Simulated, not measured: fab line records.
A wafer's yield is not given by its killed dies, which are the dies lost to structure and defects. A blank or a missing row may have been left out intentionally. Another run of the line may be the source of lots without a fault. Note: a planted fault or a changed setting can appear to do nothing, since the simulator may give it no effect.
Comparing a struck lot with a sound one    flow nand-harc    14 out of 1159 route steps
Sound: these wafers, L824.1, L824.2, L824.5. Wafers L833.1, L833.2, L833.4 were the ones struck. The cause is named last.
At each step with rows: each side's tool, then ch and its chambers, then its first start. Under that, the readings that differ: sound wafers    struck wafers    difference of the means    sigmas: that difference in standard deviations of wafers without a fault.
alike: readings whose means differ by less than 2 such deviations, and words and numbers that are the same on both sides. not compared: withheld readings, readings that some wafer has no value for, bounds like >300 that may hide the same value, and numbers for which the record gives no deviation and whose values overlap.
The two part at a step that has a row with sigmas, a row that says differs or no value, or rows on one side only. When numbers do not overlap yet have no deviation, they are printed without sigmas and do not part them. Lack of a reading on every wafer of one side parts them only where that side has two or more wafers.

first, 6 steps without rows for these wafers: NHARC_A_STAIRCASE_SOFTBAKE_284 (time 170 s); NHARC_A_STAIRCASE_EBR_285; NHARC_A_STAIRCASE_EXPOSE_286 (exposes mask CHOP 100); NHARC_A_STAIRCASE_PEB_287 (peb time 130 s); NHARC_A_STAIRCASE_DEVELOP_288 (time 140 s); NHARC_A_STAIRCASE_HARDBAKE_290 (time 140 s).
NHARC_A_STAIRCASE_DESCUM_291: chemistry O2, time 3 s.
  sound on rie-diel-12 ch 0,1,2, day 13 20:56; struck on rie-diel-12 ch 0,1,3, day 15 17:01
  alike: drypump-motor-current-A, mfc-ar-sccm, oes-product-au, rf-vpp-V, showerhead-plenum-p-Torr, throttle-valve-pct
  not compared: rf-hours-counter-h
NHARC_A_STAIRCASE_ETCH_292: etches the open film in CF4/CHF3.
  sound on rie-diel-12 ch 0,2,3, day 13 21:41; struck on rie-diel-12 ch 0,1,3, day 15 17:06
  alike: bias-w, cf4-flow-sccm, drypump-motor-current-A, mfc-ar-sccm, oes-product-au, rf-vpp-V, showerhead-plenum-p-Torr, throttle-valve-pct
  not compared: rf-hours-counter-h
NHARC_A_STAIRCASE_HM_OPEN_460: chemistry O2/COS.
  sound: rie-diel-12 ch 1,2,3; struck: rie-diel-12 ch 0,1,3
  alike: drypump-motor-current-A, mfc-ar-sccm, oes-product-au, rf-vpp-V, showerhead-plenum-p-Torr, throttle-valve-pct
  not compared: rf-hours-counter-h
then, 1 step without rows for these wafers: NHARC_A_STAIRCASE_STRIP_461 (strips in O2/COS).
NHARC_A_STAIRCASE_ETCH_452: etches the open film in CF4/O2, target depth 30 nm, overetch 3 nm, time 16.5 s.
  sound: rie-diel-12 ch 1,2,3; struck: rie-diel-12 ch 0,1,3
  alike: bias-w, cf4-flow-sccm, drypump-motor-current-A, mfc-ar-sccm, oes_f_703_au, oes-product-au, rf-vpp-V, showerhead-plenum-p-Torr, throttle-valve-pct
  not compared: rf-hours-counter-h
NHARC_A_STAIRCASE_ETCH_294: etches the open film in C4F8/O2/Ar, target depth 4992 nm, time 1212.4 s.
  sound on rie-diel-12 ch 0,1,2, day 13 22:30; struck on rie-diel-12 ch 1,2,3, day 15 17:37
  no value came back on the struck wafers for bias-w (W), chamber-pressure-mTorr (mTorr), oes-product-au (a.u.), rf-vpp-V (V); on the sound wafers bias-w (W) reads 3007 3007 3005
  not compared: rf-hours-counter-h
NHARC_A_STAIRCASE_STRIP_295: strips in O2.
  sound: rie-diel-12 ch 0,2,3; struck: rie-diel-12 ch 0,2,3
  alike: drypump-motor-current-A, mfc-ar-sccm, oes-product-au, rf-vpp-V, showerhead-plenum-p-Torr, throttle-valve-pct
  not compared: rf-hours-counter-h
-- record jumps: 8 days between struck wafers' starts before vs after; left off in module A_STAIRCASE, resumes in module END, first step shown is number 1159 of the route --
NHARC_END_SORT_01:
  sound on prober-02 ch 0, day 21 19:52; struck on prober-01 ch 0, day 23 14:10
reading          sound  struck       difference  sigmas
killed-at-array  7 17   674 669 671  +659        +68
killed-dies      9 19   677 677 677  +663        +68
  alike: killed-at-other, killed-at-periphery, killed-open, killed-short

== WHERE THEY PART ==
First at NHARC_A_STAIRCASE_ETCH_294; last, within this record, at NHARC_END_SORT_01.

WHY: whatever the simulator had introduced
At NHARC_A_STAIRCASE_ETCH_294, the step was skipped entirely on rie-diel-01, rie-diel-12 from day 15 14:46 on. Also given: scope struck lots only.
